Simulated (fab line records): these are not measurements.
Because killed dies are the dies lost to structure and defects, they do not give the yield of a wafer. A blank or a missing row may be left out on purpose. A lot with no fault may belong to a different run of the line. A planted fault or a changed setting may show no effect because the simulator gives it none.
Matching of chambers ; flow n5Finfet ; 4 sister chambers for N5_GATE_CUT_SAC_CAP_01 on aldSin-01
The step material SiNx, target thk 24 nm, pulse time 1 s, ald cycles 480. 8 wafers are shown with their chamber, then 12 later ones without.

== EACH WAFER AND ITS CHAMBER ==
wafer;chamber;heaterPowerW (W);precursorPulseHeightRel
L080.3;0;847;0.989
L081.3;1;922;1.010
L085.1;1;902;1.017
L085.2;2;722;1.003
L085.3;0;824;0.982
L085.4;3;789;1.010
L085.5;2;739;0.981
L085.6;3;775;0.993

== WAFERS MISSING THEIR CHAMBER ==
wafer;heaterPowerW (W);precursorPulseHeightRel
L087.1;829;1.000
L087.3;913;0.951
L087.6;909;0.991
L089.2;779;0.998
L089.3;723;0.987
L089.4;816;0.965
L096.1;769;1.006
L096.2;714;1.007
L096.3;789;1.024
L096.4;869;0.981
L096.5;801;1.008
L096.6;866;1.011

== WHICH CHAMBER EACH ONE RAN IN ==
wafer;from the rows above;in truth
L087.1;0;0
L087.3;can't be placed: 1 or 0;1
L087.6;1;1
L089.2;3;3
L089.3;2;2
L089.4;can't be placed: 0 or 3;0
L096.1;3;3
L096.2;2;2
L096.3;3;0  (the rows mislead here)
L096.4;can't be placed: 0 or 1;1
L096.5;can't be placed: 3 or 0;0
L096.6;can't be placed: 0 or 1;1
Correctly placed: 6 of 12. Cannot be placed on the basis of these rows: 5; the candidates contain the true chamber in 5. Number placed wrongly: 1.
How it was worked out, from the rows above alone: a wafer's distance from a chamber is the root of the sum, over the readings, of the square of ((its reading less the chamber's mean) divided by the reading's scatter). The wafer belongs to the nearest chamber; if the next one is less than 2 further off, it can't be placed. Each chamber's mean is taken over the wafers shown for it. The scatter: take each reading less its chamber's mean, square it, sum over the shown wafers, divide by the number of wafers less the number of chambers, and take the root.
